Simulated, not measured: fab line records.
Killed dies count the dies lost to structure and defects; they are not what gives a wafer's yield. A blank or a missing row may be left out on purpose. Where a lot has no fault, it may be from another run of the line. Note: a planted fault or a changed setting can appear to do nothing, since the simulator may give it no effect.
A struck lot beside a sound one | flow n5 finfet | 15 steps out of a route of 1938
Sound: wafers L423.2, L423.3, L423.4. Struck: wafer L431.3 (left out: L431.6, a lot-mate that was not struck); the cause follows at the end.
For every step that has rows: the tool of each side, followed by ch and its chambers, followed by its first start. Under that, the readings that differ: sound wafers | struck wafers | difference of the means | sigmas: that difference in standard deviations of wafers without a fault.
alike: words and numbers the same on both sides, and readings whose means are apart by under 2 such deviations; not compared: readings that were withheld, readings missing a value for some wafer, numbers with overlapping values and no deviation given by the record, and bounds like >300 which may hide the same value.
A row with sigmas, a row that says differs or no value, or rows on one side alone: a step with any of these is where the two part. When numbers do not overlap yet have no deviation, they are printed without sigmas and do not part them. A reading missing from all wafers of one side parts the sides only when that side holds two or more wafers.

first, 1 step without rows for these wafers: N5_BEOL_M11_DEVELOP_27 (develop time 30 s).
N5_BEOL_M11_CD_MEAS_28 targets a cd of 70 nm.
  sound on cd sem-01 ch 0, day 10 11:10; struck on cd sem-02 ch 0, day 13 14:09
  alike: cd nm
N5_BEOL_M11_OVL_MEAS_29:
  sound on overlay-01 ch 0, day 10 11:11; struck on overlay-01 ch 0, day 13 14:11
  alike: V10_OVL
N5_BEOL_M11_INSPECT_30: inspects for defects (brightfield).
  sound on defect inspect-01, day 10 11:13; struck on defect inspect-01, day 13 14:12
  alike: raw defect count
N5_BEOL_M11_DESCUM_33: chemistry O2, time 7.9 s.
  sound on rie diel-04 ch 2,3, day 10 11:36; struck on rie diel-02 ch 0, day 13 14:40
  reading                     | sound          | struck | difference | sigmas
  drypump motor current A (A) | 5.4 5.7 5.7    | 4.8    | -0.8       | -2
  oes product au (a.u.)       | 0.71 0.71 0.70 | 0.94   | +0.23      | +3
  alike: rf vpp V, showerhead plenum p Torr, throttle valve pct
  not compared: rf hours counter h
then, 1 step without rows for these wafers: N5_BEOL_M11_ETCH_65 (etches SiARC in CF4, target depth 39 nm, time 65 s).
N5_BEOL_M11_ETCH_66: etches SOC in N2/H2, target depth 120 nm, overetch 24 nm, time 180 s.
  sound on rie diel-04 ch 2,3, day 10 11:41; struck on rie diel-02 ch 0, day 13 14:46
  reading                     | sound          | struck | difference | sigmas
  drypump motor current A (A) | 5.4 5.7 5.7    | 4.8    | -0.8       | -2
  oes product au (a.u.)       | 0.57 0.57 0.59 | 0.75   | +0.17      | +3
  alike: rf vpp V, showerhead plenum p Torr, throttle valve pct
  not compared: rf hours counter h
then, 1 step without rows for these wafers: N5_BEOL_M11_STRIP_69 (strips in N2/H2).
N5_BEOL_M11_VIA_ETCH_34: etches SiCOH lowk in C4F6/O2, target depth 184.5 nm, time 69.2 s.
  sound on rie diel-04 ch 2,3, day 10 11:49; struck on rie diel-02 ch 0, day 13 14:53
  reading                     | sound              | struck | difference | sigmas
  C4F6_flow_sccm (sccm)       | 10.028 9.990 9.994 | 9.927  | -0.077     | -3
  drypump motor current A (A) | 5.4 5.7 5.7        | 4.8    | -0.8       | -2
  oes product au (a.u.)       | 0.70 0.71 0.71     | 0.95   | +0.24      | +3
  alike: rf vpp V, showerhead plenum p Torr, throttle valve pct
  not compared: rf hours counter h
then, 2 steps without rows for these wafers: N5_BEOL_M11_STRIP_73 (strips in C4F6/O2); N5_BEOL_M11_STRIP_36 (strips in N2/H2).
N5_BEOL_M11_TRENCH_ETCH_37: etches SiCOH lowk in C4F6/O2, target depth 148.83 nm, time 48 s.
  sound: rie diel-04 ch 2,3; struck: rie diel-02 ch 0
  reading                     | sound          | struck | difference | sigmas
  drypump motor current A (A) | 5.4 5.7 5.7    | 4.7    | -0.9       | -3
  oes product au (a.u.)       | 0.70 0.70 0.71 | 0.94   | +0.24      | +3
  alike: C4F6_flow_sccm, rf vpp V, showerhead plenum p Torr, throttle valve pct
  not compared: rf hours counter h
N5_BEOL_M11_ETCH_41: etches SiCN in CH3F/O2, target depth 42.6 nm, time 86 s.
  sound on rie diel-04 ch 2,3, day 10 11:57; struck on rie diel-02 ch 0, day 13 15:01
  reading                     | sound             | struck | difference | sigmas
  drypump motor current A (A) | 5.4 5.7 5.7       | 4.7    | -0.9       | -3
  oes product au (a.u.)       | 0.71 0.71 0.71    | 1.24   | +0.53      | +6
  model.etch.depth nm (nm)    | 32.31 31.79 32.03 | 50.66  | +18.62     |
  alike: rf vpp V, showerhead plenum p Torr, throttle valve pct
  not compared: rf hours counter h
N5_BEOL_M11_STRIP_77: strips in N2/H2, time 10 s.
  sound: rie diel-04 ch 2,3; struck: rie diel-02 ch 0
  reading                     | sound          | struck | difference | sigmas
  drypump motor current A (A) | 5.4 5.7 5.7    | 4.8    | -0.8       | -2
  oes product au (a.u.)       | 0.71 0.72 0.71 | 0.96   | +0.25      | +3
  alike: rf vpp V, showerhead plenum p Torr, throttle valve pct
  not compared: rf hours counter h
N5_PASSIVATION_PROBE_49:
  the record has rows for the struck wafers here (prober-02, day 15 14:37) and none for the sound ones

## WHERE THEY PART
Earliest at N5_BEOL_M11_DESCUM_33; latest, in this record, at N5_PASSIVATION_PROBE_49.

WHY: what the simulator had put in
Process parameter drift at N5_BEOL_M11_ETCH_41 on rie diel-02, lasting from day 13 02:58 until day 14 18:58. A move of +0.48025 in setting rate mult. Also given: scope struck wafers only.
